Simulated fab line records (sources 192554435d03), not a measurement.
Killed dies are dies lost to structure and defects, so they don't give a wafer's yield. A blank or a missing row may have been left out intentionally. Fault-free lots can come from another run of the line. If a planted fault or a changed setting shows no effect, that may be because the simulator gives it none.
fab line records    flow n5-finfet
record lots=24  wafers=72  last-day=18
route steps=1938 shown BEOL_M0_SAQP@634 BEOL_M0_CUTY@709
lots that met no fault: from a run of the same line without faults
start-h: start of the lot's first displayed wafer, in hours after the record's first day    wait-h: hours since the lot's step before    " as in the row above    L1.1+2: one row covering several wafers at once    - value missing, or start not given    * or withheld: withheld    < > ~ a bound
route shown NAME@n: a module of which the file shows steps, and the number in the route of the first    usual: mean and standard deviation over wafers with no fault    same: alike in all rows    chamber/n: place in a boat    sites: per-site readings    _std_site: the values' standard deviation    _edge_site: mean of outer sites minus mean of inner sites    radius-mm: how far each site lies from the wafer's centre    mask NAME#n: copy n    behind: the most recent tool/chamber to have shaped the wafer    hold: the reason the lot was held/the length of the hold in hours/how it ended    device: the transistor (n, p or np) that didn't switch    end of line: tests of these same wafers at the route's end    a step given without rows: its recipe and nothing more    killed: count of dies lost to structure and defects at first sort (not the wafer's yield)    map: the dies of a wafer, with x for killed, . for not killed, _ for no die there
set.NAME: the setting the step ran with; set.NAME@STEP: the setting that earlier step ran with    model.NAME: the simulator's own value behind a step, which no gauge read
one table for each step of the route and one row for each wafer, over a sample of lots
services: a tool's chamber out of use, with start hour (start-h, from the record's first day; less than 0 if before it), hours out, and reason
## steps
# step N5_BEOL_M0_SAQP_HM_DEP_02
# recipe material=TiN  target-thk-a=120  temp-c=25  chamber-pressure-pa=0.49996
# usual throttle-valve-pct=29.7/0.78
lot.wafer  tool            chamber  start-h  wait-h  throttle-valve-pct
L074.3     pvd-sputter-03  -        109.86   0.0     29.6
L074.4     "               -        "        "       30.5
L074.5     "               -        "        "       30.0
L075.1     pvd-sputter-02  -        114.20   1.0     28.6
L075.3     "               -        "        "       29.4
L075.6     "               -        "        "       29.0
L076.1     pvd-sputter-01  -        123.54   0.0     31.7
L076.3     "               -        "        "       29.2
L076.4     "               -        "        "       30.7
L077.1     pvd-sputter-03  -        127.73   1.2     30.9
L077.3     "               -        "        "       30.3
L077.6     "               -        "        "       30.2
L079.1     pvd-sputter-03  -        140.37   2.4     30.1
L079.4     "               -        "        "       30.4
L079.6     "               -        "        "       29.7
L078.1     pvd-sputter-01  -        141.24   0.3     30.8
L078.4     "               -        "        "       30.0
L078.5     "               -        "        "       29.3
L080.1     pvd-sputter-03  -        144.55   0.6     29.7
L080.3     "               -        "        "       30.3
L080.5     "               -        "        "       30.2
L081.1     pvd-sputter-01  -        148.15   0.3     30.7
L081.2     "               -        "        "       31.6
L081.5     "               -        "        "       29.3
L082.1     pvd-sputter-02  -        164.21   1.3     29.0
L082.5     "               -        "        "       29.0
L082.6     "               -        "        "       28.4
L083.4     pvd-sputter-02  -        169.15   3.2     28.9
L083.5     "               -        "        "       29.1
L083.6     "               -        "        "       29.8
L084.2     pvd-sputter-03  -        172.96   2.3     29.5
L084.4     "               -        "        "       30.6
L084.5     "               -        "        "       30.6
L085.2     pvd-sputter-02  -        184.20   0.6     28.8
L085.4     "               -        "        "       28.7
L085.6     "               -        "        "       29.1
L086.1     pvd-sputter-02  -        187.98   1.4     29.0
L086.2     "               -        "        "       29.8
L086.3     "               -        "        "       29.0
L087.1     pvd-sputter-03  -        190.83   1.3     30.2
L087.2     "               -        "        "       30.5
L087.6     "               -        "        "       30.7
L088.1     pvd-sputter-02  -        193.95   1.4     28.6
L088.4     "               -        "        "       28.8
L088.6     "               -        "        "       29.8
L089.2     pvd-sputter-01  -        197.70   1.8     30.3
L089.3     "               -        "        "       31.8
L089.5     "               -        "        "       29.9
L090.3     pvd-sputter-03  -        201.42   0.3     30.7
L090.4     "               -        "        "       30.5
L090.5     "               -        "        "       30.4
L091.2     pvd-sputter-02  -        210.41   0.4     28.8
L091.4     "               -        "        "       29.9
L091.6     "               -        "        "       28.9
L092.2     pvd-sputter-01  -        213.41   0.4     29.8
L092.3     "               -        "        "       30.7
L092.5     "               -        "        "       29.4
L093.1     pvd-sputter-01  -        223.88   0.0     31.5
L093.4     "               -        "        "       30.3
L093.6     "               -        "        "       30.6
L094.1     pvd-sputter-02  -        226.91   0.1     28.8
L094.3     "               -        "        "       30.2
L094.4     "               -        "        "       29.1
L095.2     pvd-sputter-02  -        237.74   0.6     28.9
L095.3     "               -        "        "       29.0
L095.4     "               -        "        "       28.7
L096.3     pvd-sputter-02  -        240.48   0.3     28.7
L096.4     "               -        "        "       29.8
L096.5     "               -        "        "       29.1
L097.2     pvd-sputter-03  -        251.47   1.7     30.2
L097.3     "               -        "        "       30.0
L097.4     "               -        "        "       29.9
# step N5_BEOL_M0_SAQP_PECVD_03
# recipe material=SiCN  target-thk-a=120  temp-c=withheld  precursor=3MS/NH3  pressure-torr=3  rf-w=202  time-s=21.1
# usual showerhead-plenum-p-Torr=3.666/0.0063  showerhead-vpp-V=876/30  throttle-valve-pct=9.2/0.65
lot.wafer  tool      chamber  start-h  wait-h  showerhead-plenum-p-Torr  showerhead-vpp-V  throttle-valve-pct
L074.3     pecvd-02  2        109.98   0.1     3.670                     900               8.1
L074.4     "         0        "        "       3.662                     842               8.9
L074.5     "         1        "        "       3.664                     840               8.9
L075.1     pecvd-02  1        114.32   0.1     3.665                     834               8.9
L075.3     "         2        "        "       3.670                     908               8.6
L075.6     "         0        "        "       3.676                     841               9.0
L076.1     pecvd-01  2        123.66   0.1     3.664                     889               8.0
L076.3     "         0        "        "       3.667                     890               9.7
L076.4     "         1        "        "       3.674                     848               9.3
L077.1     pecvd-02  0        127.85   0.1     3.667                     838               9.0
L077.3     "         1        "        "       3.659                     855               8.9
L077.6     "         1        "        "       3.657                     843               9.1
L079.1     pecvd-03  1        140.49   0.1     3.666                     870               10.1
L079.4     "         1        "        "       3.661                     838               10.0
L079.6     "         2        "        "       3.665                     922               9.1
L078.1     pecvd-02  0        141.36   0.1     3.669                     852               8.9
L078.4     "         1        "        "       3.655                     837               9.1
L078.5     "         2        "        "       3.676                     921               8.3
L080.1     pecvd-01  1        144.67   0.1     3.656                     835               9.4
L080.3     "         0        "        "       3.664                     880               10.1
L080.5     "         0        "        "       3.669                     896               9.7
L081.1     pecvd-03  2        148.27   0.1     3.661                     912               8.9
L081.2     "         1        "        "       3.668                     867               10.0
L081.5     "         2        "        "       3.672                     921               9.1
L082.1     pecvd-01  2        164.33   0.1     3.679                     901               8.2
L082.5     "         1        "        "       3.667                     817               9.3
L082.6     "         2        "        "       3.672                     904               7.8
L083.4     pecvd-03  1        169.29   0.1     3.666                     850               10.2
L083.5     "         0        "        "       3.656                     909               9.6
L083.6     "         2        "        "       3.660                     932               9.1
L084.2     pecvd-03  1        173.08   0.1     3.659                     856               10.3
L084.4     "         0        "        "       3.660                     899               9.8
L084.5     "         2        "        "       3.661                     930               9.0
L085.2     pecvd-01  0        184.32   0.1     3.660                     898               9.7
L085.4     "         1        "        "       3.669                     840               9.3
L085.6     "         2        "        "       3.674                     892               8.2
L086.1     pecvd-03  1        188.10   0.1     3.670                     857               10.2
L086.2     "         0        "        "       3.673                     896               9.6
L086.3     "         0        "        "       3.660                     882               9.4
L087.1     pecvd-03  0        190.95   0.1     3.668                     893               9.9
L087.2     "         1        "        "       3.662                     845               10.3
L087.6     "         1        "        "       3.669                     857               10.1
L088.1     pecvd-01  2        194.20   0.2     3.671                     884               8.3
L088.4     "         0        "        "       3.672                     877               9.6
L088.6     "         1        "        "       3.660                     838               9.2
L089.2     pecvd-01  1        197.82   0.1     3.657                     831               9.4
L089.3     "         2        "        "       3.669                     885               7.9
L089.5     "         2        "        "       3.676                     897               8.2
L090.3     pecvd-01  0        201.58   0.1     3.679                     898               9.5
L090.4     "         0        "        "       3.666                     877               9.6
L090.5     "         1        "        "       3.665                     837               9.5
L091.2     pecvd-02  2        210.53   0.1     3.662                     913               8.4
L091.4     "         2        "        "       3.665                     907               8.1
L091.6     "         0        "        "       3.687                     842               9.1
L092.2     pecvd-02  2        213.53   0.1     3.671                     909               8.5
L092.3     "         0        "        "       3.665                     850               8.9
L092.5     "         2        "        "       3.663                     906               8.2
L093.1     pecvd-01  2        224.00   0.1     3.662                     894               8.5
L093.4     "         1        "        "       3.658                     832               9.0
L093.6     "         0        "        "       3.665                     892               9.6
L094.1     pecvd-03  2        227.03   0.1     3.660                     924               9.4
L094.3     "         1        "        "       3.661                     873               10.0
L094.4     "         1        "        "       3.662                     863               10.1
L095.2     pecvd-03  0        237.86   0.1     3.671                     906               10.0
L095.3     "         1        "        "       3.664                     866               9.9
L095.4     "         0        "        "       3.667                     886               9.5
L096.3     pecvd-02  2        240.60   0.1     3.672                     899               8.4
L096.4     "         2        "        "       3.669                     908               8.0
L096.5     "         1        "        "       3.656                     835               9.2
L097.2     pecvd-01  2        251.59   0.1     3.672                     899               8.4
L097.3     "         0        "        "       3.668                     896               9.8
L097.4     "         2        "        "       3.668                     902               8.1
# step N5_BEOL_M0_SAQP_PECVD_04
# recipe material=a-Si  target-thk-a=600  temp-c=350  precursor=SiH4/He  pressure-torr=3  rf-w=100  time-s=60.2
# usual heater-power-outer-w=346/55  heater-power-w=595/85  showerhead-plenum-p-Torr=5.677/0.014  showerhead-vpp-V=618/20  throttle-valve-pct=18.4/1.3
lot.wafer  tool      chamber  start-h  wait-h  heater-power-outer-w  heater-power-w  showerhead-plenum-p-Torr  showerhead-vpp-V  throttle-valve-pct
L074.3     pecvd-02  2        110.10   0.0     320                   510             5.698                     630               16.6
L074.4     "         0        "        "       330                   568             5.688                     612               17.8
L074.5     "         1        "        "       438                   727             5.674                     591               18.5
L075.1     pecvd-02  1        114.44   0.0     374                   655             5.640                     589               18.1
L075.3     "         2        "        "       288                   464             5.676                     649               16.5
L075.6     "         0        "        "       386                   664             5.689                     609               18.0
L076.1     pecvd-01  2        123.78   0.0     371                   632             5.683                     624               16.2
L076.3     "         0        "        "       370                   643             5.685                     621               19.4
L076.4     "         1        "        "       279                   494             5.660                     595               18.7
L077.1     pecvd-02  0        127.97   0.0     376                   647             5.673                     595               17.7
L077.3     "         1        "        "       355                   647             5.668                     607               18.1
L077.6     "         1        "        "       364                   644             5.678                     599               18.2
L079.1     pecvd-03  1        140.60   0.0     344                   571             5.675                     612               20.1
L079.4     "         1        "        "       354                   576             5.665                     605               20.2
L079.6     "         2        "        "       405                   682             5.670                     644               18.0
L078.1     pecvd-02  0        141.48   0.0     386                   662             5.689                     602               17.8
L078.4     "         1        "        "       432                   746             5.660                     589               18.2
L078.5     "         2        "        "       315                   519             5.679                     640               16.7
L080.1     pecvd-01  1        144.78   0.0     274                   505             5.675                     597               18.5
L080.3     "         0        "        "       359                   628             5.697                     640               19.3
L080.5     "         0        "        "       362                   622             5.689                     626               19.5
L081.1     pecvd-03  2        148.39   0.0     473                   788             5.661                     645               18.0
L081.2     "         1        "        "       346                   570             5.686                     594               20.0
L081.5     "         2        "        "       467                   787             5.677                     649               18.1
L082.1     pecvd-01  2        164.45   0.0     376                   636             5.690                     632               16.4
L082.5     "         1        "        "       306                   543             5.667                     595               18.7
L082.6     "         2        "        "       383                   622             5.678                     620               16.4
L083.4     pecvd-03  1        169.42   0.0     366                   593             5.676                     611               20.3
L083.5     "         0        "        "       262                   494             5.669                     628               19.4
L083.6     "         2        "        "       466                   772             5.671                     641               18.1
L084.2     pecvd-03  1        173.20   0.0     322                   527             5.658                     605               20.3
L084.4     "         0        "        "       277                   493             5.683                     622               19.2
L084.5     "         2        "        "       441                   714             5.658                     651               18.1
L085.2     pecvd-01  0        184.43   0.0     373                   626             5.685                     625               19.4
L085.4     "         1        "        "       302                   542             5.668                     587               18.8
L085.6     "         2        "        "       397                   636             5.688                     637               16.1
L086.1     pecvd-03  1        188.27   0.0     312                   525             5.682                     622               20.0
L086.2     "         0        "        "       267                   501             5.654                     635               19.4
L086.3     "         0        "        "       271                   495             5.669                     629               19.7
L087.1     pecvd-03  0        191.12   0.0     279                   508             5.664                     626               19.6
L087.2     "         1        "        "       365                   605             5.679                     602               20.3
L087.6     "         1        "        "       372                   599             5.655                     616               20.0
L088.1     pecvd-01  2        194.31   0.0     382                   636             5.698                     631               15.9
L088.4     "         0        "        "       327                   575             5.696                     622               19.4
L088.6     "         1        "        "       270                   500             5.666                     588               18.8
L089.2     pecvd-01  1        197.94   0.0     309                   539             5.677                     590               19.0
L089.3     "         2        "        "       402                   658             5.702                     624               16.0
L089.5     "         2        "        "       400                   673             5.689                     637               16.2
L090.3     pecvd-01  0        201.69   0.0     342                   594             5.704                     624               19.4
L090.4     "         0        "        "       346                   602             5.688                     622               19.5
L090.5     "         1        "        "       315                   552             5.682                     594               18.7
L091.2     pecvd-02  2        210.64   0.0     300                   485             5.669                     649               16.6
L091.4     "         2        "        "       309                   482             5.672                     636               16.5
L091.6     "         0        "        "       346                   606             5.690                     598               18.2
L092.2     pecvd-02  2        213.65   0.0     315                   500             5.670                     649               16.7
L092.3     "         0        "        "       383                   633             5.692                     596               18.0
L092.5     "         2        "        "       322                   493             5.684                     637               16.5
L093.1     pecvd-01  2        224.11   0.0     399                   663             5.683                     633               16.0
L093.4     "         1        "        "       331                   577             5.662                     585               18.8
L093.6     "         0        "        "       322                   563             5.693                     625               19.2
L094.1     pecvd-03  2        227.15   0.0     460                   771             5.673                     653               18.1
L094.3     "         1        "        "       315                   520             5.666                     604               20.3
L094.4     "         1        "        "       317                   515             5.675                     607               20.3
L095.2     pecvd-03  0        237.98   0.0     289                   544             5.673                     629               19.4
L095.3     "         1        "        "       307                   522             5.690                     611               20.2
L095.4     "         0        "        "       294                   547             5.684                     631               19.5
L096.3     pecvd-02  2        240.72   0.0     286                   469             5.680                     635               16.5
L096.4     "         2        "        "       284                   462             5.683                     642               16.6
L096.5     "         1        "        "       407                   721             5.638                     593               18.1
L097.2     pecvd-01  2        251.71   0.0     400                   655             5.695                     638               16.4
L097.3     "         0        "        "       373                   639             5.686                     625               19.7
L097.4     "         2        "        "       407                   668             5.697                     630               16.4
# step N5_BEOL_M0_SAQP_STRIP_86
# recipe chemistry=N2/H2  power-w=500  temp-c=40  pressure-mtorr=50  rf-frequency-hz=6e+07  overash-fraction=0.3  bias-power-w=28  h2-frac=0.5  n2-flow-sccm=300  h2-flow-sccm=300
# usual drypump-motor-current-A=5.9/0.6  oes-product-au=0.79/0.1  rf-vpp-V=121.9/1.6  showerhead-plenum-p-Torr=3.38/0.13  throttle-valve-pct=18.9/0.35
# same overash-fraction=0.3
lot.wafer  tool         chamber  start-h  wait-h  drypump-motor-current-A  oes-product-au  rf-hours-counter-h  rf-vpp-V  showerhead-plenum-p-Torr  throttle-valve-pct
L074.3     rie-diel-03  2        111.14   0.1     5.5                      0.75            168                 121.4     3.35                      19.5
L074.4     "            3        "        "       6.4                      0.69            247                 120.9     3.17                      19.0
L074.5     "            0        "        "       5.1                      0.76            -                   121.1     3.23                      18.6
L075.1     rie-diel-01  1        115.48   0.1     4.7                      0.68            242                 121.0     3.45                      19.1
L075.3     "            3        "        "       6.2                      0.81            86                  120.8     3.26                      18.7
L075.6     "            2        "        "       6.6                      0.69            -                   121.1     3.31                      19.3
L076.1     rie-diel-04  3        124.83   0.1     6.8                      0.70            189                 118.2     3.20                      18.4
L076.3     "            1        "        "       5.4                      0.68            241                 123.4     3.43                      18.9
L076.4     "            2        "        "       6.1                      0.71            214                 120.6     3.32                      19.2
L077.1     rie-diel-01  3        129.10   0.1     6.2                      0.80            88                  124.3     3.26                      18.7
L077.3     "            1        "        "       4.7                      0.68            245                 121.8     3.45                      19.1
L077.6     "            1        "        "       4.7                      0.68            -                   119.0     3.45                      19.2
L079.1     rie-diel-01  2        141.64   0.1     6.6                      0.68            237                 119.9     3.31                      19.3
L079.4     "            3        "        "       6.2                      0.79            93                  121.2     3.26                      18.7
L079.6     "            1        "        "       4.7                      0.68            -                   121.5     3.45                      19.2
L078.1     rie-diel-04  1        142.53   0.1     5.4                      0.68            249                 122.7     3.43                      18.9
L078.4     "            1        "        "       5.4                      0.68            -                   121.6     3.43                      19.0
L078.5     "            0        "        "       5.3                      0.78            -                   122.3     3.50                      19.2
L080.1     rie-diel-04  0        146.45   0.3     5.4                      0.78            147                 120.7     3.50                      19.2
L080.3     "            1        "        "       5.4                      0.68            252                 120.6     3.43                      18.9
L080.5     "            1        "        "       5.4                      0.68            -                   124.2     3.43                      18.9
L081.1     rie-diel-03  3        149.43   0.1     6.5                      0.98            0                   124.7     3.57                      18.6
L081.2     "            1        "        "       6.1                      0.74            135                 122.0     3.51                      18.8
L081.5     "            3        "        "       6.5                      0.99            -                   124.5     3.57                      18.6
L082.1     rie-diel-04  1        165.49   0.1     5.4                      0.99            2                   124.0     3.42                      18.5
L082.5     "            3        "        "       6.8                      0.69            -                   119.6     3.19                      18.5
L082.6     "            2        "        "       6.2                      0.70            -                   122.9     3.32                      19.2
L083.4     rie-diel-04  3        170.30   0.1     6.8                      0.69            211                 123.2     3.19                      18.5
L083.5     "            1        "        "       5.4                      0.97            -                   121.9     3.42                      18.6
L083.6     "            0        "        "       5.4                      0.77            -                   121.7     3.50                      19.2
L084.2     rie-diel-03  3        174.75   0.1     6.4                      0.95            8                   122.6     3.57                      18.6
L084.4     "            2        "        "       5.5                      0.74            183                 120.3     3.34                      19.5
L084.5     "            3        "        "       6.5                      0.94            -                   122.4     3.57                      18.6
L085.2     rie-diel-04  1        185.53   0.1     5.4                      0.94            9                   117.6     3.42                      18.5
L085.4     "            2        "        "       6.1                      0.70            228                 121.6     3.32                      19.2
L085.6     "            1        "        "       5.4                      0.95            -                   122.6     3.42                      18.5
L086.1     rie-diel-03  2        189.22   0.1     5.5                      0.72            188                 119.4     3.34                      19.6
L086.2     "            1        "        "       6.1                      0.74            143                 121.8     3.50                      18.8
L086.3     "            3        "        "       6.5                      0.92            14                  123.6     3.56                      18.6
L087.1     rie-diel-01  1        192.38   0.1     4.7                      0.93            10                  122.6     3.44                      18.7
L087.2     "            0        "        "       5.8                      0.92            26                  122.1     3.56                      18.4
L087.6     "            3        "        "       6.2                      0.78            -                   123.7     3.25                      18.7
L088.1     rie-diel-04  2        195.39   0.1     6.2                      0.70            232                 118.7     3.31                      19.3
L088.4     "            2        "        "       6.1                      0.70            -                   121.0     3.31                      19.2
L088.6     "            1        "        "       5.4                      0.94            -                   122.5     3.42                      18.6
L089.2     rie-diel-03  2        199.16   0.2     5.5                      0.74            191                 121.7     3.33                      19.6
L089.3     "            1        "        "       6.1                      0.75            147                 122.8     3.50                      18.8
L089.5     "            0        "        "       5.2                      0.73            -                   121.5     3.21                      18.7
L090.3     rie-diel-03  0        202.86   0.1     5.1                      0.73            174                 121.0     3.21                      18.7
L090.4     "            1        "        "       6.1                      0.73            149                 123.8     3.50                      18.8
L090.5     "            1        "        "       6.1                      0.73            -                   121.8     3.50                      18.8
L091.2     rie-diel-01  0        211.73   0.1     5.9                      0.90            36                  124.7     3.56                      18.4
L091.4     "            3        "        "       6.2                      0.76            -                   121.0     3.24                      18.7
L091.6     "            2        "        "       6.6                      0.95            -                   122.2     3.30                      19.0
L092.2     rie-diel-04  0        214.94   0.1     5.4                      0.76            168                 122.0     3.49                      19.3
L092.3     "            1        "        "       5.4                      0.92            19                  123.0     3.41                      18.6
L092.5     "            2        "        "       6.1                      0.70            -                   119.2     3.31                      19.2
L093.1     rie-diel-01  3        227.04   0.2     6.2                      0.77            124                 121.9     3.24                      18.7
L093.4     "            3        "        "       6.2                      0.76            -                   120.9     3.24                      18.7
L093.6     "            2        "        "       6.6                      0.94            -                   122.1     3.30                      19.0
L094.1     rie-diel-01  2        229.15   0.1     6.6                      0.94            8                   120.8     3.30                      19.0
L094.3     "            3        "        "       6.2                      0.76            125                 120.5     3.24                      18.7
L094.4     "            1        "        "       4.7                      0.93            13                  122.8     3.44                      18.8
L095.2     rie-diel-04  0        239.05   0.1     5.4                      0.75            176                 123.0     3.48                      19.3
L095.3     "            1        "        "       5.4                      0.90            27                  124.2     3.41                      18.6
L095.4     "            3        "        "       6.8                      0.66            231                 122.5     3.18                      18.5
L096.3     rie-diel-03  1        241.89   0.1     6.1                      0.72            162                 120.9     3.49                      18.8
L096.4     "            0        "        "       5.1                      0.71            187                 122.4     3.21                      18.7
L096.5     "            3        "        "       6.4                      0.87            -                   124.2     3.55                      18.6
L097.2     rie-diel-01  1        252.75   0.1     4.7                      0.92            20                  121.1     3.44                      18.8
L097.3     "            0        "        "       5.9                      0.89            45                  124.5     3.55                      18.5
L097.4     "            2        "        "       6.6                      0.93            14                  121.4     3.30                      19.0
# step N5_BEOL_M0_SAQP_SPACER2_ALD_26
# recipe material=SiO2  target-thk-a=150  temp-c=300  ald-precursor-family=BDEAS  ald-co-reactant=O2-plasma  pulse-time-s=1  purge-time-s=2  co-reactant-purge-time-s=2  pressure-torr=2
# usual heater-power-outer-w=261/19  heater-power-w=470/40  precursor-pulse-height-rel=0.998/0.019
lot.wafer  tool        chamber  start-h  wait-h  heater-power-outer-w  heater-power-w  precursor-pulse-height-rel
L074.3     ald-sin-01  3        113.46   0.2     275                   505             0.983
L074.4     "           1        "        "       231                   396             1.004
L074.5     "           2        "        "       273                   473             1.009
L075.1     ald-sin-03  1        118.22   0.1     295                   468             0.955
L075.3     "           3        "        "       304                   546             0.985
L075.6     "           0        "        "       254                   453             1.033
L076.1     ald-sin-03  1        127.12   0.1     282                   477             0.993
L076.3     "           0        "        "       249                   445             1.014
L076.4     "           3        "        "       304                   559             1.028
L077.1     ald-sin-01  0        131.62   0.1     255                   475             0.980
L077.3     "           2        "        "       265                   480             1.004
L077.6     "           2        "        "       264                   463             1.012
L079.1     ald-sin-01  0        144.41   0.1     259                   462             1.028
L079.4     "           2        "        "       266                   477             1.011
L079.6     "           2        "        "       271                   465             1.005
L078.1     ald-sin-02  1        145.01   0.1     245                   398             0.990
L078.4     "           0        "        "       251                   474             1.012
L078.5     "           2        "        "       248                   443             0.991
L080.1     ald-sin-02  2        148.87   0.1     242                   444             1.004
L080.3     "           0        "        "       250                   482             0.975
L080.5     "           0        "        "       259                   481             0.985
L081.1     ald-sin-03  0        151.63   0.1     255                   446             0.991
L081.2     "           3        "        "       296                   564             0.973
L081.5     "           2        "        "       254                   475             0.975
L082.1     ald-sin-02  3        168.44   0.1     273                   507             0.985
L082.5     "           2        "        "       251                   438             1.012
L082.6     "           3        "        "       265                   513             0.987
L083.4     ald-sin-02  3        172.50   0.1     273                   509             0.966
L083.5     "           0        "        "       252                   471             0.980
L083.6     "           3        "        "       263                   488             1.001
L084.2     ald-sin-02  3        177.04   0.1     261                   503             1.006
L084.4     "           1        "        "       240                   412             0.996
L084.5     "           3        "        "       268                   510             1.010
L085.2     ald-sin-01  2        188.55   0.9     271                   471             1.005
L085.4     "           1        "        "       233                   398             0.991
L085.6     "           1        "        "       231                   401             1.004
L086.1     ald-sin-01  1        191.62   0.1     230                   396             0.990
L086.2     "           2        "        "       271                   465             0.986
L086.3     "           3        "        "       282                   502             0.978
L087.1     ald-sin-02  0        194.65   0.1     251                   466             1.017
L087.2     "           3        "        "       262                   495             0.997
L087.6     "           0        "        "       253                   479             1.011
L088.1     ald-sin-03  0        197.93   0.1     257                   454             1.003
L088.4     "           2        "        "       246                   489             1.004
L088.6     "           0        "        "       249                   460             1.023
L089.2     ald-sin-03  2        203.70   0.4     243                   470             0.982
L089.3     "           3        "        "       301                   553             1.016
L089.5     "           0        "        "       254                   454             1.027
L090.3     ald-sin-02  1        205.83   0.5     250                   414             1.027
L090.4     "           0        "        "       255                   460             1.005
L090.5     "           0        "        "       253                   481             1.024
L091.2     ald-sin-03  0        214.15   0.1     249                   456             1.038
L091.4     "           1        "        "       283                   477             1.027
L091.6     "           1        "        "       293                   479             0.971
L092.2     ald-sin-03  1        217.47   0.2     289                   480             0.995
L092.3     "           3        "        "       307                   547             0.980
L092.5     "           3        "        "       298                   535             1.009
L093.1     ald-sin-01  1        230.60   1.0     231                   409             1.029
L093.4     "           2        "        "       271                   469             0.982
L093.6     "           2        "        "       264                   469             0.957
L094.1     ald-sin-01  3        231.63   0.1     284                   511             0.999
L094.3     "           2        "        "       262                   472             0.994
L094.4     "           1        "        "       235                   409             0.996
L095.2     ald-sin-02  1        243.31   0.2     254                   410             0.990
L095.3     "           0        "        "       251                   475             0.976
L095.4     "           3        "        "       263                   505             0.994
L096.3     ald-sin-02  3        244.27   0.1     263                   478             1.002
L096.4     "           0        "        "       256                   468             1.021
L096.5     "           2        "        "       246                   442             0.998
L097.2     ald-sin-03  0        254.97   0.1     256                   463             1.026
L097.3     "           3        "        "       303                   558             0.970
L097.4     "           1        "        "       292                   489             1.002
# step N5_BEOL_M0_CUTY_OVL_MEAS_58
# recipe points-per-wafer=44
# usual M0_ABLK_OVL=-0.4/0.64
lot.wafer  tool        chamber  start-h  wait-h  M0_ABLK_OVL[nm]
L074.3     overlay-02  0        115.99   0.0     -0.2
L074.4     "           0        "        "       0.9
L074.5     "           0        "        "       0.8
L075.1     overlay-01  0        121.57   0.0     -1.6
L075.3     "           0        "        "       -0.2
L075.6     "           0        "        "       -1.0
L076.1     overlay-02  0        130.48   0.0     -0.9
L076.3     "           0        "        "       -0.7
L076.4     "           0        "        "       -0.5
L077.1     overlay-01  0        134.55   0.0     -0.2
L077.3     "           0        "        "       -1.5
L077.6     "           0        "        "       -0.4
L079.1     overlay-02  0        147.16   0.0     -1.1
L079.4     "           0        "        "       -0.7
L079.6     "           0        "        "       -1.1
L078.1     overlay-01  0        147.84   0.0     -0.8
L078.4     "           0        "        "       -1.4
L078.5     "           0        "        "       -0.8
L080.1     overlay-02  0        151.25   0.0     0.4
L080.3     "           0        "        "       0.6
L080.5     "           0        "        "       0.3
L081.1     overlay-01  0        154.28   0.0     0.2
L081.2     "           0        "        "       0.5
L081.5     "           0        "        "       -0.2
L082.1     overlay-02  0        171.11   0.0     -1.0
L082.5     "           0        "        "       -0.2
L082.6     "           0        "        "       -1.0
L083.4     overlay-02  0        176.29   0.0     -0.5
L083.5     "           0        "        "       -0.7
L083.6     "           0        "        "       -1.6
L084.2     overlay-02  0        179.87   0.0     -0.2
L084.4     "           0        "        "       -0.7
L084.5     "           0        "        "       -0.2
L085.2     overlay-01  0        191.26   0.0     -0.5
L085.4     "           0        "        "       -0.3
L085.6     "           0        "        "       -0.2
L086.1     overlay-02  0        194.41   0.0     0.9
L086.2     "           0        "        "       0.2
L086.3     "           0        "        "       -0.4
L087.1     overlay-01  0        197.49   0.0     0.0
L087.2     "           0        "        "       0.1
L087.6     "           0        "        "       0.3
L088.1     overlay-02  0        201.67   0.0     0.0
L088.4     "           0        "        "       0.7
L088.6     "           0        "        "       0.5
L089.2     overlay-01  0        206.25   0.0     -0.3
L089.3     "           0        "        "       0.3
L089.5     "           0        "        "       -0.5
L090.3     overlay-01  0        208.46   0.0     -1.9
L090.4     "           0        "        "       -1.0
L090.5     "           0        "        "       -1.1
L091.2     overlay-02  0        216.95   0.0     -0.7
L091.4     "           0        "        "       -1.0
L091.6     "           0        "        "       -0.5
L092.2     overlay-02  0        221.74   0.0     -0.2
L092.3     "           0        "        "       0.0
L092.5     "           0        "        "       -0.4
L093.1     overlay-02  0        233.24   0.0     -0.2
L093.4     "           0        "        "       -0.5
L093.6     "           0        "        "       -0.5
L094.1     overlay-01  0        234.52   0.0     0.1
L094.3     "           0        "        "       -0.1
L094.4     "           0        "        "       -0.7
L095.2     overlay-01  0        247.34   0.0     -1.3
L095.3     "           0        "        "       -0.6
L095.4     "           0        "        "       -0.3
L096.3     overlay-02  0        247.94   0.0     -0.6
L096.4     "           0        "        "       -0.6
L096.5     "           0        "        "       -0.5
L097.2     overlay-01  0        257.52   0.0     -0.4
L097.3     "           0        "        "       -1.4
L097.4     "           0        "        "       -1.4
## services
tool            chamber  start-h  hours  kind
ald-sin-01      -        87.69    0.6    repair
ald-sin-02      0        88.15    6.4    repair
ald-sin-02      -        93.85    6.0    pm
pvd-sputter-02  -        104.76   2.3    repair
rie-diel-03     -        123.29   14.6   pm
rie-diel-04     2        124.85   24.6   repair
pecvd-01        -        146.33   0.9    repair
ald-sin-03      2        160.90   16.3   repair
rie-diel-04     0        161.53   6.6    repair
rie-diel-03     1        175.27   12.3   repair
pecvd-02        -        181.36   28.1   pm
pecvd-03        2        185.47   8.2    repair
pecvd-03        -        193.15   14.6   pm
rie-diel-04     3        193.45   8.9    repair
rie-diel-04     -        211.67   2.8    pm
rie-diel-01     -        217.33   9.7    repair
rie-diel-04     -        217.33   2.1    repair
pecvd-03        -        228.69   2.8    pm
ald-sin-03      -        228.99   2.8    repair
rie-diel-01     -        229.97   2.8    pm
ald-sin-02      2        230.72   4.4    repair
pecvd-01        -        232.63   14.6   pm
rie-diel-04     1        239.23   6.4    repair
ald-sin-02      1        244.09   8.5    repair
## key
fault none
